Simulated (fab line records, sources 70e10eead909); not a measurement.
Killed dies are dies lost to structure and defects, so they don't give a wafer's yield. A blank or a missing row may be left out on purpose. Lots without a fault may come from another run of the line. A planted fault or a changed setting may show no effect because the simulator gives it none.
Chamber matching | flow nand_harc | NHARC_P_BONDPAD_DESCUM_11 on rie_diel-05: 4 sister chambers
The step chemistry O2, time 3 s. 16 wafers are shown with their chamber, then 8 later ones without.

WAFERS WITH THEIR CHAMBER
wafer  | chamber | oes_product_au (a.u.) | rf_vpp_V (V) | throttle_valve_pct (%)
L074.1 | 1       | 0.991                 | 57.9         | 11.317
L074.5 | 2       | 1.014                 | 59.4         | 11.314
L074.6 | 1       | 0.996                 | 58.7         | 11.317
L075.1 | 3       | 1.007                 | 58.4         | 11.319
L075.4 | 1       | 0.988                 | 58.1         | 11.316
L075.5 | 3       | 0.998                 | 57.2         | 11.313
L078.1 | 1       | 0.986                 | 57.3         | 11.321
L078.3 | 0       | 1.000                 | 56.8         | 11.309
L078.6 | 0       | 1.002                 | 58.1         | 11.302
L081.2 | 3       | 1.009                 | 57.6         | 11.316
L081.3 | 2       | 1.014                 | 58.0         | 11.302
L081.5 | 0       | 1.008                 | 59.1         | 11.317
L081.1 | 0       | 1.013                 | 58.3         | 11.319
L081.4 | 1       | 1.001                 | 58.3         | 11.304
L081.6 | 3       | 1.010                 | 57.9         | 11.323
L085.3 | 3       | 1.003                 | 55.3         | 11.316

SIGNATURES (means of the wafers above)
reading            | chamber 0 | chamber 1 | chamber 2 | chamber 3 | scatter within a chamber
oes_product_au     | 1.00575   | 0.99240   | 1.01400   | 1.00540   | 0.00541
rf_vpp_V           | 58.075    | 58.060    | 58.700    | 57.280    | 0.933
throttle_valve_pct | 11.31175  | 11.31500  | 11.30800  | 11.31740  | 0.00631
Rule: a wafer's distance from a chamber is the root of the sum, over the readings, of the square of ((its reading less the chamber's mean) divided by the reading's scatter). The wafer belongs to the nearest chamber; if the next one is less than 2 further off, it can't be placed. The scatter: the root of (the sum of the squares of (reading less its chamber's mean) over the shown wafers, divided by (wafers less chambers)).

WAFERS WITHOUT THEIR CHAMBER
wafer  | oes_product_au (a.u.) | rf_vpp_V (V) | throttle_valve_pct (%)
L085.5 | 1.018                 | 58.5         | 11.311
L085.6 | 1.010                 | 59.3         | 11.309
L088.1 | 1.025                 | 58.4         | 11.309
L088.3 | 1.009                 | 56.8         | 11.300
L088.6 | 1.011                 | 59.3         | 11.312
L096.1 | 1.003                 | 58.5         | 11.332
L096.2 | 1.013                 | 57.7         | 11.293
L096.5 | 0.985                 | 57.7         | 11.322

WHICH CHAMBER EACH WENT THROUGH
wafer  | from the rows above               | in truth
L085.5 | can't be placed: 2 or 0 or 3      | 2
L085.6 | can't be placed: 2 or 0 or 3      | 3
L088.1 | can't be placed: 2 or 0 or 3      | 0
L088.3 | can't be placed: 0 or 2 or 3 or 1 | 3
L088.6 | can't be placed: 2 or 0 or 3      | 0
L096.1 | can't be placed: 3 or 0 or 1 or 2 | 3
L096.2 | can't be placed: 2 or 0 or 3      | 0
L096.5 | 1                                 | 1
Placed correctly: 1 of 8. Can't be placed from these rows: 7 (the true chamber is among the candidates in 7). Placed wrongly: 0.
